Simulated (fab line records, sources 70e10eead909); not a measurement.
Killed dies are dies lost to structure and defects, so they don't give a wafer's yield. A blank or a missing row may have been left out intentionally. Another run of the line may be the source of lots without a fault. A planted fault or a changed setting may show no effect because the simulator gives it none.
Comparing a struck lot with a sound one + flow nand-harc + 14 steps out of a route of 1302
Sound: these wafers, L319.3, L319.4, L319.5. Wafers struck: L325.2, L325.4, L325.5. The cause is named last.
For every step that has rows: the tool of each side, followed by ch and its chambers, followed by its first start. Under that, the readings that differ: sound wafers + struck wafers + difference of the means + sigmas: that difference in standard deviations of wafers without a fault.
alike: readings with means less than 2 such deviations apart, plus words and numbers identical on both sides. not compared: withheld readings, readings lacking a value on some wafer, bounds such as >300 that could conceal the same value, and numbers that have no deviation in the record and whose values overlap.
The two part at a step that has a row with sigmas, a row that says differs or no value, or rows on one side only. Numbers that have no deviation but don't overlap get no sigmas and don't part them. A reading missing from all wafers of one side parts the sides only when that side holds two or more wafers.

first, 2 steps without rows for these wafers: NHARC_A_CHANNEL_HOLE_D2_STRIP_42 (strips in CF4/CHF3); NHARC_A_CHANNEL_HOLE_D2_STRIP_43 (strips in O2/COS).
NHARC_A_CHANNEL_HOLE_D2_ETCH_44: etches the open film in CF4/O2, target depth 140 nm, overetch 14 nm, time 77 s.
  sound on rie-diel-03 ch 2,3, day 18 09:14; struck on rie-diel-03 ch 2,3, day 20 14:56
  alike: drypump-motor-current-A, oes_f_703_au, oes-product-au, rf-vpp-V, showerhead-plenum-p-Torr, throttle-valve-pct
  not compared: rf-hours-counter-h
NHARC_A_CHANNEL_HOLE_D2_STRIP_28: strips in O2.
  sound on rie-diel-03 ch 2,3; struck on rie-diel-03 ch 2,3
  alike: drypump-motor-current-A, oes-product-au, rf-vpp-V, showerhead-plenum-p-Torr, throttle-valve-pct
  not compared: rf-hours-counter-h
then, 2 steps without rows for these wafers: NHARC_A_CHANNEL_HOLE_D2_PRECLEAN_29 (cleans in SC1); NHARC_A_CHANNEL_HOLE_D2_SRD_30.
NHARC_A_CHANNEL_HOLE_D2_CD_MEAS_31:
  sound on cd-sem-03 at day 18 10:01; struck on cd-sem-03 at day 20 15:44
  alike: cd-nm
NHARC_A_CHANNEL_HOLE_D2_XSEM_32:
  sound on xsem-02 ch 0, day 18 10:08; struck on xsem-01 ch 0, day 20 15:49
  alike: bot-cd-nm, bow-nm, tilt-deg
NHARC_A_CHANNEL_HOLE_D2_INSPECT_40:
  sound on defect-inspect-02 at day 18 10:13; struck on defect-inspect-02 at day 20 15:55
  alike: raw-defect-count
then, 2 steps without rows for these wafers: NHARC_A_CHANNEL_FILL_D2_PRECLEAN_00 (cleans in SC1); NHARC_A_CHANNEL_FILL_D2_SRD_01.
NHARC_A_CHANNEL_FILL_D2_ALD_02: deposits SiO2, target thk 6 nm, pulse time 10 s, ald cycles 60.
  sound on ald-hk-03 ch 0,2,3, day 18 10:34; struck on ald-hk-01 ch 1,2, day 20 16:11
  alike: ald-cycles, heater-power-w, precursor-pulse-height-rel
NHARC_A_CHANNEL_FILL_D2_ALD_03: deposits SiNx, target thk 6 nm, pulse time 60 s, ald cycles 58.
  sound on ald-sin-batch-03 ch 0, day 18 13:52; struck on ald-sin-batch-02 ch 0, day 20 19:33
| reading    | sound    | struck   | difference | sigmas |
|------------|----------|----------|------------|--------|
| ald-cycles | 58 58 58 | 83 83 83 | +25        |        |
  alike: precursor-pulse-height-rel
NHARC_A_CHANNEL_FILL_D2_ALD_14: deposits SiO2, target thk 2.5 nm, pulse time 10 s, ald cycles 25.
  sound on ald-hk-04 ch 1,2,3, day 18 17:31; struck on ald-hk-01 ch 0,3, day 20 23:07
  alike: ald-cycles, heater-power-w, precursor-pulse-height-rel

WHERE THEY PART
Nowhere in this record.

WHY: whatever the simulator had introduced
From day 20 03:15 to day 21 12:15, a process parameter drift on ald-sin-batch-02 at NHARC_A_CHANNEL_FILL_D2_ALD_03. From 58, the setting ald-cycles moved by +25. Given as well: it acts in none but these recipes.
